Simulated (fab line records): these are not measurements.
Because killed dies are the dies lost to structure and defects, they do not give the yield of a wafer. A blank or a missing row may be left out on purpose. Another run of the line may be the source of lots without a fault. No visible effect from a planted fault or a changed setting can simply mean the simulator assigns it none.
Commonality check across tools | flow n5-finfet | 27 wafers sampled across 9 lots

WHY IT WAS OPENED
At N5_HKMG_FIN_INSPECT_14 the reading raw-defect-count is flagged on 2 of 9 lots. Wafers without a fault read 2.0, standard deviation 1.3.
Rule: a lot is flagged in two cases, either no wafer of it has a number, or all its wafers with numbers fall more than 4 standard deviations from that mean. All remaining lots are regarded as sound.

lot  | measured    | on                | raw-defect-count, wafer by wafer | flag
L951 | day 5 04:02 | defect-inspect-02 | 3 3 1                            |
L952 | day 5 07:20 | defect-inspect-01 | 18 13 25                         | FLAGGED
L953 | day 5 13:34 | defect-inspect-02 | 22 20 23                         | FLAGGED
L954 | day 5 21:19 | defect-inspect-01 | 4 1 1                            |
L961 | day 7 13:31 | defect-inspect-02 | 4 1 0                            |
L962 | day 7 20:49 | defect-inspect-01 | 3 2 2                            |
L965 | day 8 16:23 | defect-inspect-01 | 3 1 2                            |
L969 | day 9 17:25 | defect-inspect-02 | 1 1 1                            |
L970 | day 9 19:52 | defect-inspect-01 | 4 1 2                            |
On average the flagged lots' numbers are 20.2, which is +18.2 against the usual, or +14 standard deviations.

WHICH TOOL RAN EACH LOT
Before the reading, the record contains 3 process steps out of a 1938-step route. Cell contents, in order: the tool; ch with the chambers the sampled wafers went through; the start.
lot  | flag    | N5_DUMMY_REMOVAL_HM_STRIP_01      | N5_HKMG_FIN_STRIP_57              | N5_HKMG_FIN_ALD_36
L951 |         | rie-diel-02 ch 1,2,3, day 4 23:03 | rie-diel-05 ch 0,1,2, day 5 00:55 | ald-metal-02 ch 0,1, day 5 02:50
L952 | FLAGGED | rie-diel-03 ch 0,1, day 5 02:20   | rie-diel-05 ch 1,2, day 5 04:24   | ald-metal-01 ch 0,2,3, day 5 06:15
L953 | FLAGGED | rie-diel-06 ch 1,3, day 5 08:06   | rie-diel-05 ch 1,3, day 5 10:37   | ald-metal-01 ch 0,2,3, day 5 12:29
L954 |         | rie-diel-03 ch 0,1,2, day 5 16:01 | rie-diel-05 ch 0,1,2, day 5 18:14 | ald-metal-03 ch 1,2, day 5 20:05
L961 |         | rie-diel-06 ch 1,3, day 7 08:22   | rie-diel-04 ch 2,3, day 7 10:20   | ald-metal-03 ch 1,3, day 7 12:19
L962 |         | rie-diel-02 ch 0,3, day 7 15:49   | rie-diel-01 ch 0,1, day 7 17:46   | ald-metal-02 ch 0,1,3, day 7 19:36
L965 |         | rie-diel-03 ch 1,2,3, day 8 11:22 | rie-diel-04 ch 1,2,3, day 8 13:20 | ald-metal-03 ch 0,1, day 8 15:10
L969 |         | rie-diel-02 ch 2,3, day 9 12:05   | rie-diel-01 ch 1,2, day 9 14:14   | ald-metal-01 ch 0,3, day 9 16:13
L970 |         | rie-diel-06 ch 0,1,3, day 9 14:56 | rie-diel-01 ch 0,1,2, day 9 16:55 | ald-metal-01 ch 2,3, day 9 18:47
These steps, and what they do:
- N5_DUMMY_REMOVAL_HM_STRIP_01: strips SiNx in CH3F/O2, stops on poly-Si, target depth 4 nm, time 6.8 s.
- N5_HKMG_FIN_STRIP_57: strips in CF4.
- N5_HKMG_FIN_ALD_36: deposits TiN, target thk 1 nm, pulse time 1 s, purge time 3 s.
- N5_HKMG_FIN_INSPECT_14: inspects for defects (macro).

FLAGGED AGAINST TOTAL, ONE TOOL AT A TIME (gauges that did the reading follow at the end)
step                         | tool              | lots run | flagged | share of the flagged lots | sound lots run after its first flagged lot
N5_DUMMY_REMOVAL_HM_STRIP_01 | rie-diel-02       | 3        | 0       | none                      | -
N5_DUMMY_REMOVAL_HM_STRIP_01 | rie-diel-03       | 3        | 1       | some                      | 2 (L954,L965)
N5_DUMMY_REMOVAL_HM_STRIP_01 | rie-diel-06       | 3        | 1       | some                      | 2 (L961,L970)
N5_HKMG_FIN_STRIP_57         | rie-diel-01       | 3        | 0       | none                      | -
N5_HKMG_FIN_STRIP_57         | rie-diel-04       | 2        | 0       | none                      | -
N5_HKMG_FIN_STRIP_57         | rie-diel-05       | 4        | 2       | all                       | 1 (L954)
N5_HKMG_FIN_ALD_36           | ald-metal-01      | 4        | 2       | all                       | 2 (L969,L970)
N5_HKMG_FIN_ALD_36           | ald-metal-02      | 2        | 0       | none                      | -
N5_HKMG_FIN_ALD_36           | ald-metal-03      | 3        | 0       | none                      | -
N5_HKMG_FIN_INSPECT_14       | defect-inspect-01 | 5        | 1       | some                      | 4 (L954,L962,L965,L970)
N5_HKMG_FIN_INSPECT_14       | defect-inspect-02 | 4        | 1       | some                      | 2 (L961,L969)

WHAT IS ALLOWED BY THE TABLE
Table rows that saw every flagged lot: 2, namely rie-diel-05 at N5_HKMG_FIN_STRIP_57 and ald-metal-01 at N5_HKMG_FIN_ALD_36.
- rie-diel-05 at N5_HKMG_FIN_STRIP_57 ran 4 lots, 2 of them flagged. Lots that were sound ran on it after the first flagged one (L954); a persistent fault on the entire tool would not allow that. On the flagged lots its readings are blank where sound lots have values: bias-power-w, cf4-flow-sccm, drypump-motor-current-A, oes-product-au and 3 more.
- ald-metal-01 at N5_HKMG_FIN_ALD_36 ran 4 lots, 2 of them flagged. Lots that were sound ran on it after the first flagged one (L969, L970); a persistent fault on the entire tool would not allow that.
Every row of the table either missed a flagged lot or ran a sound lot after the first.

WHAT WAS PUT IN BY THE SIMULATOR
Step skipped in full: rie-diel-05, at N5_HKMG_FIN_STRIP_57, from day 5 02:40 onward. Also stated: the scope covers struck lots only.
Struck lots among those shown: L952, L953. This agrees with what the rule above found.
